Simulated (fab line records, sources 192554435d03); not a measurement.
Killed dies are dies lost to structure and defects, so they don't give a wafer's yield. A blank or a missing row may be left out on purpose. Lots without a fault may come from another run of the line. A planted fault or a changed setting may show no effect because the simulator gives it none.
Split-lot experiment | flow n5_finfet | 7 lots, 21 wafers read, on a route of 1938 steps

THE SPLIT
At N5_WELL_APT_PEB_06 (peb time 90 s), the setting peb_time_s was moved away from the recipe's 90 s on 6 of the 21 wafers read, by -14.7% to +17.2%. The other wafers ran this setting at the recipe's value.

FROM THE SPLIT TO THE READING: what the file shows between them, 2 steps
- N5_WELL_APT_DEVELOP_07: develop time 45 s (also split here: develop_time_s)
- N5_WELL_APT_HARDBAKE_12: time 120 s

THE READING
cd_nm, in nm, at N5_WELL_APT_CD_MEAS_08 (target cd 200 nm). Fault-free wafers of this fab line usually give 199.7 nm, standard deviation 1.7 nm.

wafer  | tool, chamber at the split | peb_time_s as run, s | against the recipe | cd_nm, nm | against lot-mates on the recipe
L076.3 | litho_track-03, 0          | 90                   | recipe             | 198.6     | -
L076.4 | litho_track-03, 0          | 90                   | recipe             | 200.1     | -
L076.5 | litho_track-03, 0          | 90                   | recipe             | 199.0     | -
L077.4 | litho_track-03, 0          | 90                   | recipe             | 202.5     | -
L077.5 | litho_track-03, 0          | 90                   | recipe             | 201.3     | -
L077.6 | litho_track-03, 0          | 90                   | recipe             | 202.1     | -
L083.1 | litho_track-02, 0          | 90                   | recipe             | 199.4     | -
L083.5 | litho_track-02, 0          | 76.73                | -14.7%             | 196.2     | -4.2
L083.6 | litho_track-02, 0          | 90                   | recipe             | 201.3     | -
L085.1 | litho_track-02, 0          | 90                   | recipe             | 199.7     | -
L085.2 | litho_track-02, 0          | 90                   | recipe             | 199.7     | -
L085.4 | litho_track-02, 0          | 90                   | recipe             | 198.3     | -
L088.1 | litho_track-02, 0          | 105.5                | +17.2%             | 207.8     | +8.2
L088.2 | litho_track-02, 0          | 90                   | recipe             | 200.3     | -
L088.3 | litho_track-02, 0          | 90                   | recipe             | 199.0     | -
L090.1 | litho_track-04, 0          | 90                   | recipe             | 200.7     | -
L090.2 | litho_track-04, 0          | 105.3                | +17.0%             | 203.8     | +3.1
L090.3 | litho_track-04, 0          | 105.3                | +17.0%             | 206.6     | +5.9
L092.1 | litho_track-02, 0          | 90                   | recipe             | 198.8     | -
L092.2 | litho_track-02, 0          | 77.21                | -14.2%             | 191.1     | -7.7
L092.6 | litho_track-02, 0          | 77.21                | -14.2%             | 193.8     | -5.0

THE FIT
A straight line over all 21 wafers: cd_nm changes by +0.39 nm for each +1% of peb_time_s; r = +0.91; the points scatter about the line by 1.6 nm.
The same after taking each lot's own level away (the mean of its wafers on the recipe; 21 wafers): +0.358 nm for each +1%; r = +0.94; scatter 1.2 nm.
On that fit, the largest move of peb_time_s shifts the reading by 6.2 nm.
The lots' own levels span 198.80 to 201.97 nm, that is 1.9 times the standard deviation above.
So the lot-to-lot level changes the slope little: the two slopes agree.
Check: with one of the wafers moved furthest among these (+17.2%) left out of the fit, the line predicts +5.39 nm for it against its lot-mates. It came out at +8.15 nm against them.

OTHER SPLITS ON THESE WAFERS
These wafers also went through other splits before the reading. Each is held against what the fit with the lots' levels taken away leaves over:
other split on the same wafers        | wafers away from the commonest value | r with cd_nm (lot level and that fit taken away)
N5_WELL_APT_DEVELOP_07 develop_time_s | 5                                    | +0.25

THE WHOLE CHAIN: every reading that the file lists as answering this split, in the file's order
step                   | what it does             | reading                                                         | change (the file's fit)               | r (the file's)
N5_WELL_APT_CD_MEAS_08 | target cd 200 nm         | cd_nm                                                           | +0.368 nm for each +1% of the setting | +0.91
N5_WELL_APT_DESCUM_13  | chemistry O2, time 7.9 s | WELL_APT.cd_nm (the simulator's own value, which no gauge read) | +0.372 nm for each +1% of the setting | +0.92

THE FILE'S OWN FIT
cd_nm changes by +0.368 nm for each +1% of peb_time_s, r = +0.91.
